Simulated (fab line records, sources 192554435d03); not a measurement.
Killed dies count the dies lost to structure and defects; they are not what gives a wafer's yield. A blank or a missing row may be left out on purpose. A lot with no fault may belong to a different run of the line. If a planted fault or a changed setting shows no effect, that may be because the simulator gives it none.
Problem report, 8D (eight disciplines) form, completed by code	flow n5-finfet	the parts of the form that need people (team, actions taken, sign-off) are left out
Where a reading is given only as a bound, like >300, the bound stands for it, and a mean or a difference that rests on one is marked > or <: the true number lies beyond.

== 1. THE ISSUE ==
raw-defect-count at N5_BEOL_M12_INSPECT_12 reads a mean of >300 on 3 wafers of 2 lots; wafers without a fault read 2.0 with a standard deviation of 1.4. That is +99 or more standard deviations from the usual mean.
The step: inspects for defects (macro).
Earliest sighting: wafer L428.3 on defect-inspect-02 at day 14 17:38. The record has a number at this step for 33 wafers belonging to 11 lots. Rule for "out", or "out of limits": more than 4 standard deviations from the usual mean. The other wafers with a number count as sound.

== 2. WHAT IT IS, AND WHAT IT ISN'T ==
question	is	is not
which readings at this step	raw-defect-count	-
which lots	L428, L431	L412, L413, L414, L415, L417, L420, L421, L425, L434
which wafers of those lots	L428.3, L431.1, L431.6	L428.1, L428.5, L431.5
read on which gauges	defect-inspect-01, defect-inspect-02	-
when	from day 14 17:38	up to then (26 sound wafers); but 4 sound wafers of L431, L434 came after

== 3. THE SUSPECTS, EACH WITH WHAT RULES IT OUT ==
Counting: if a tool at a process step up to the reading ran every lot that is out, it stays a suspect. Sound lots after the first of them don't rule it out here, since some wafers of a struck lot are sound.
- the gauge at N5_BEOL_M12_INSPECT_12: ruled out. The wafers that are out were read on 2 gauges (defect-inspect-01, defect-inspect-02).
- rtp-anneal-01 at N5_BEOL_M11_ANNEAL_51 (time 90 s): kept. It ran every lot that is out, first L428 (day 14 16:21); its last sound lot up to then is L420 (day 12 16:53).
- pecvd-02 at N5_BEOL_M12_ILD_DEP_00 (deposits SiOC from DEMS/O2, target thk 658.92 nm, time 130.7 s): kept. It ran every lot that is out, first L428 (day 14 17:09); its last sound lot up to then is L421 (day 13 01:05).
- Within pecvd-02 at N5_BEOL_M12_ILD_DEP_00: the wafers that are out ran in chamber 0; their sound lot-mates ran in chambers 1, 2.
After counting, rtp-anneal-01 at N5_BEOL_M11_ANNEAL_51 and pecvd-02 at N5_BEOL_M12_ILD_DEP_00 remain.

== 4. THE CAUSE (what the simulator had put in) ==
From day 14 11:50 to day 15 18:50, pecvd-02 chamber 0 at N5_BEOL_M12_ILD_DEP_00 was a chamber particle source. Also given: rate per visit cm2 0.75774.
Counting leaves 2 suspects; this tool is one of them.

== 5. THE CHAIN OF EFFECTS, in route order ==
Each row: a reading whose mean over the struck wafers that have a number lies more than 3 standard deviations from the usual. Only readings whose record carries a usual standard deviation are examined. hours: median over the lots of the time between each lot's start at the first step of this table that gives one and its start at this step. sigmas: the change, counted in usual standard deviations.
hours	step	reading	usual	on struck wafers	change	sigmas
0	N5_BEOL_M12_INSPECT_12	raw-defect-count	2.0	>300	>+298	+99 or more
41	N5_PASSIVATION_PROBE_49	defect-limited-yield	91.5 %	83.3	-8.2	-5.9
41	N5_PASSIVATION_PROBE_49	killed_at_M4_up	14	111	+97	+18
41	N5_PASSIVATION_PROBE_49	killed-dies	100	198	+98	+5.7
41	N5_PASSIVATION_PROBE_49	sort_bin_5_function	4.9 %	10.1	+5.2	+5.8
41	N5_PASSIVATION_PROBE_49	sort-n-pass	1080	978	-102	-6.0
41	N5_PASSIVATION_PROBE_49	sort-yield-pct	91.5 %	82.9	-8.6	-6.2
Here are the process steps it includes:
- N5_PASSIVATION_PROBE_49

== 6. WHAT WOULD HAVE CAUGHT IT SOONER ==
Counted from the fault's start at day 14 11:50, it took 6 hours until the first out-of-limits reading at a measuring or inspecting step in this record, taken at day 14 17:38.
Of the tool readings at N5_BEOL_M12_ILD_DEP_00 for which the record gives a usual standard deviation, none was out on any struck wafer, so an alarm limit of 4 standard deviations on them would not have fired.
Lots out: 2; of these, L431 started N5_BEOL_M12_ILD_DEP_00 on pecvd-02 after day 14 17:38. A tool hold placed at that time would have kept it from harm.
